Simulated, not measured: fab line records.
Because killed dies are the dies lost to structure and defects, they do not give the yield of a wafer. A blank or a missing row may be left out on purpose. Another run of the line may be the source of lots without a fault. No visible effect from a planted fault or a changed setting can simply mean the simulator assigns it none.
Matching of chambers + flow nandHarc + 4 sister chambers for NHARC_A_STAIRCASE_TRIM_229 on rieDiel-04
The step chemistry O2, time 211.2 s. 22 wafers are shown with their chamber, then 11 later ones without.

WAFERS PAIRED WITH THEIR CHAMBERS
| wafer  | chamber | showerheadPlenumPTorr (Torr) | oesProductAu (a.u.) | chamberPressureMTorr (mTorr) |
|--------|---------|------------------------------|---------------------|------------------------------|
| L074.3 | 2       | 3.34                         | 1.003               | 59.99                        |
| L074.4 | 0       | 3.81                         | 0.988               | 59.93                        |
| L074.5 | 2       | 3.34                         | 0.996               | 59.99                        |
| L079.1 | 2       | 3.34                         | 0.996               | 60.06                        |
| L079.3 | 0       | 3.80                         | 0.988               | 59.96                        |
| L079.6 | 0       | 3.80                         | 1.001               | 60.02                        |
| L082.2 | 1       | 3.50                         | 0.987               | 59.99                        |
| L082.3 | 2       | 3.33                         | 0.992               | 59.96                        |
| L082.4 | 3       | 3.31                         | 1.005               | 60.01                        |
| L081.1 | 1       | 3.50                         | 0.989               | 60.07                        |
| L081.4 | 3       | 3.31                         | 0.996               | 60.23                        |
| L081.6 | 2       | 3.33                         | 1.004               | 59.97                        |
| L086.1 | 3       | 3.30                         | 1.004               | 60.00                        |
| L086.2 | 1       | 3.49                         | 0.999               | 60.06                        |
| L086.6 | 1       | 3.49                         | 1.001               | 59.98                        |
| L087.1 | 3       | 3.30                         | 1.007               | 59.98                        |
| L087.2 | 0       | 3.78                         | 0.998               | 60.00                        |
| L087.5 | 2       | 3.32                         | 1.009               | 60.06                        |
| L091.1 | 2       | 3.32                         | 1.012               | 59.97                        |
| L091.5 | 1       | 3.48                         | 1.004               | 59.97                        |
| L091.6 | 2       | 3.32                         | 1.002               | 59.99                        |
| L092.1 | 1       | 3.48                         | 0.997               | 60.03                        |

SIGNATURES (means of the wafers above)
| reading               | chamber 0 | chamber 1 | chamber 2 | chamber 3 | scatter within a chamber |
|-----------------------|-----------|-----------|-----------|-----------|--------------------------|
| showerheadPlenumPTorr | 3.7975    | 3.4900    | 3.3300    | 3.3050    | 0.00935                  |
| oesProductAu          | 0.99375   | 0.99617   | 1.00175   | 1.00300   | 0.0065                   |
| chamberPressureMTorr  | 59.9775   | 60.0167   | 59.9988   | 60.0550   | 0.0606                   |
Rule: distance of a wafer from a chamber = root of the sum over the readings of ((wafer's reading minus chamber's mean) / reading's scatter) squared. The wafer belongs to the nearest chamber; if the next one is less than 2 further off, it can't be placed. The scatter: the root of (the sum of the squares of (reading less its chamber's mean) over the shown wafers, divided by (wafers less chambers)).

WAFERS WITHOUT THEIR CHAMBER
| wafer  | showerheadPlenumPTorr (Torr) | oesProductAu (a.u.) | chamberPressureMTorr (mTorr) |
|--------|------------------------------|---------------------|------------------------------|
| L092.2 | 3.29                         | 1.014               | 60.04                        |
| L092.5 | 3.48                         | 1.001               | 60.03                        |
| L094.1 | 3.48                         | 0.999               | 59.93                        |
| L094.2 | 3.29                         | 1.008               | 60.10                        |
| L094.6 | 3.31                         | 0.998               | 60.00                        |
| L096.1 | 3.31                         | 0.988               | 60.08                        |
| L096.3 | 3.47                         | 0.995               | 60.07                        |
| L096.4 | 3.77                         | 0.991               | 59.93                        |
| L097.1 | 3.77                         | 0.981               | 60.14                        |
| L097.3 | 3.31                         | 0.988               | 60.00                        |
| L097.6 | 3.28                         | 1.005               | 60.05                        |

CHAMBER TAKEN BY EACH
| wafer  | from the rows above     | in truth |
|--------|-------------------------|----------|
| L092.2 | 3                       | 3        |
| L092.5 | 1                       | 1        |
| L094.1 | 1                       | 1        |
| L094.2 | 3                       | 3        |
| L094.6 | can't be placed: 3 or 2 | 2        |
| L096.1 | can't be placed: 3 or 2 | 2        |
| L096.3 | 1                       | 1        |
| L096.4 | 0                       | 0        |
| L097.1 | 0                       | 0        |
| L097.3 | can't be placed: 3 or 2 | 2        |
| L097.6 | 3                       | 3        |
Placed correctly: 8 of 11. These rows do not allow placing 3 (true chamber among the candidates in 3). 0 placed wrongly.
